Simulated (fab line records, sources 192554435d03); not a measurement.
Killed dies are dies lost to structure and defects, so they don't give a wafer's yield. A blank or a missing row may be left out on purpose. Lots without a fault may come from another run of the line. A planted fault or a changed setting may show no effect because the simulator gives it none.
Split-lot experiment | flow n5_finfet | 7 lots, 39 wafers read, on a route of 1938 steps

THE SPLIT
At N5_BEOL_M8_TRENCH_ETCH_37 (etches SiCOH lowk in C4F6/O2, target depth 93.478 nm, time 31.2 s), the setting time_s was moved away from the recipe's 31.2 s on 12 of the 39 wafers read, by -54.5% to +49.9%. The other wafers ran this setting at the recipe's value.

FROM THE SPLIT TO THE READING: what the file shows between them, 8 steps
- N5_BEOL_M8_ETCH_41: etches SiCN in CH3F/O2, target depth 31.9 nm, time 57.8 s
- N5_BEOL_M8_STRIP_80: strips in N2/H2, time 10 s
- N5_BEOL_M8_OCD_MEAS_38
- N5_BEOL_M8_HM_STRIP_39: strips TiN in peroxide tin strip, target depth 25 nm, time 158 s
- N5_BEOL_M8_SRD_40: time 30 s
- N5_BEOL_M8_ECD_50: material Cu, target thk 300 nm
- N5_BEOL_M8_ANNEAL_51: time 90 s
- N5_BEOL_M8_CMP_52: polishes, stops on SiCOH lowk, t overpolish 6.9 s, target thk 80 nm

THE READING
M8_THK, in nm, at N5_BEOL_M8_THK_MEAS_53 (measures by xrf). Fault-free wafers of this fab line usually give 81 nm, standard deviation 3 nm.

wafer  | tool, chamber at the split | time_s as run, s | against the recipe | M8_THK, nm | against lot-mates on the recipe
L076.1 | rie_diel-06, 1             | 31.2             | recipe             | 86         | -
L076.2 | rie_diel-06, 3             | 31.2             | recipe             | 87         | -
L076.3 | rie_diel-06, 2             | 14.2             | -54.5%             | 29         | -57
L076.4 | rie_diel-06, 1             | 14.2             | -54.5%             | 31         | -55
L076.5 | rie_diel-06, 3             | 31.2             | recipe             | 84         | -
L076.6 | rie_diel-06, 2             | 14.2             | -54.5%             | 31         | -55
L079.1 | rie_diel-04, 3             | 31.2             | recipe             | 83         | -
L079.2 | rie_diel-04, 2             | 36.06            | +15.6%             | 92         | +10
L079.3 | rie_diel-04, 0             | 36.06            | +15.6%             | 95         | +13
L079.4 | rie_diel-04, 1             | 36.06            | +15.6%             | 92         | +10
L079.5 | rie_diel-04, 0             | 31.2             | recipe             | 81         | -
L079.6 | rie_diel-04, 3             | 31.2             | recipe             | 81         | -
L084.1 | rie_diel-04, 3             | 31.2             | recipe             | 81         | -
L084.2 | rie_diel-04, 1             | 31.2             | recipe             | 78         | -
L084.3 | rie_diel-04, 0             | 31.2             | recipe             | 81         | -
L084.4 | rie_diel-04, 2             | 31.2             | recipe             | 80         | -
L084.5 | rie_diel-04, 3             | 31.2             | recipe             | 81         | -
L084.6 | rie_diel-04, 0             | 31.2             | recipe             | 80         | -
L087.2 | rie_diel-06, 3             | 31.2             | recipe             | 84         | -
L087.4 | rie_diel-06, 1             | 31.2             | recipe             | 87         | -
L087.5 | rie_diel-06, 3             | 31.2             | recipe             | 82         | -
L091.1 | rie_diel-04, 1             | 46.78            | +49.9%             | 121        | +42
L091.2 | rie_diel-04, 0             | 31.2             | recipe             | 83         | -
L091.3 | rie_diel-04, 3             | 31.2             | recipe             | 81         | -
L091.4 | rie_diel-04, 1             | 31.2             | recipe             | 74         | -
L091.5 | rie_diel-04, 3             | 46.78            | +49.9%             | 131        | +52
L091.6 | rie_diel-04, 0             | 46.78            | +49.9%             | 127        | +48
L092.1 | rie_diel-06, 3             | 31.2             | recipe             | 82         | -
L092.2 | rie_diel-06, 2             | 31.2             | recipe             | 78         | -
L092.3 | rie_diel-06, 0             | 31.2             | recipe             | 78         | -
L092.4 | rie_diel-06, 1             | 31.2             | recipe             | 82         | -
L092.5 | rie_diel-06, 2             | 31.2             | recipe             | 75         | -
L092.6 | rie_diel-06, 1             | 31.2             | recipe             | 86         | -
L097.1 | rie_diel-06, 1             | 25.58            | -18.0%             | 66         | -16
L097.2 | rie_diel-06, 0             | 25.58            | -18.0%             | 63         | -19
L097.3 | rie_diel-06, 2             | 31.2             | recipe             | 81         | -
L097.4 | rie_diel-06, 2             | 25.58            | -18.0%             | 64         | -18
L097.5 | rie_diel-06, 1             | 31.2             | recipe             | 85         | -
L097.6 | rie_diel-06, 0             | 31.2             | recipe             | 81         | -

THE FIT
A straight line over all 39 wafers: M8_THK changes by +0.914 nm for each +1% of time_s; r = +0.99; the points scatter about the line by 3.1 nm.
The same after taking each lot's own level away (the mean of its wafers on the recipe; 39 wafers): +0.972 nm for each +1%; r = +0.99; scatter 2.7 nm.
On that fit, the largest move of time_s shifts the reading by 53 nm.
The lots' own levels span 79.3 to 85.7 nm, that is 2.1 times the standard deviation above.
So the lot-to-lot level changes the slope little: the two slopes agree.
Check: with one of the wafers moved furthest among these (-54.5%) left out of the fit, the line predicts -52.9 nm for it against its lot-mates. It came out at -56.7 nm against them.

THE WHOLE CHAIN: every reading that the file lists as answering this split, in the file's order
step                      | what it does                                                        | reading                                                                      | change (the file's fit)                                                              | r (the file's)
N5_BEOL_M8_TRENCH_ETCH_37 | etches SiCOH lowk in C4F6/O2, target depth 93.478 nm, time 31.2 s   | etch.depth_nm (the simulator's own value, which no gauge read)               | +0.956 nm for each +1% of the setting                                                | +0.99
N5_BEOL_M8_TRENCH_ETCH_37 | etches SiCOH lowk in C4F6/O2, target depth 93.478 nm, time 31.2 s   | BEOL_M8.feature_depth_nm (the simulator's own value, which no gauge read)    | +0.956 nm for each +1% of the setting                                                | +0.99
N5_BEOL_M8_OCD_MEAS_38    |                                                                     | trench_depth_nm                                                              | +0.954 nm for each +1% of the setting                                                | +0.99
N5_BEOL_M8_CMP_52         | polishes, stops on SiCOH lowk, t overpolish 6.9 s, target thk 80 nm | Cu_of_BEOL_M8_ECD_50.thk_nm (the simulator's own value, which no gauge read) | +0.959 nm for each +1% of the setting                                                | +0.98
N5_BEOL_M8_THK_MEAS_53    | measures by xrf                                                     | M8_THK                                                                       | +0.968 for each +1% of the setting                                                   | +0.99
N5_BEOL_M8_RS_MEAS_57     | measures by four-point-probe                                        | M8_RS                                                                        | not straight: 0.983 at the lowest setting, 0.283 at the recipe, 0.172 at the highest | not given

THE FILE'S OWN FIT
M8_THK changes by +0.968 nm for each +1% of time_s, r = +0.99.
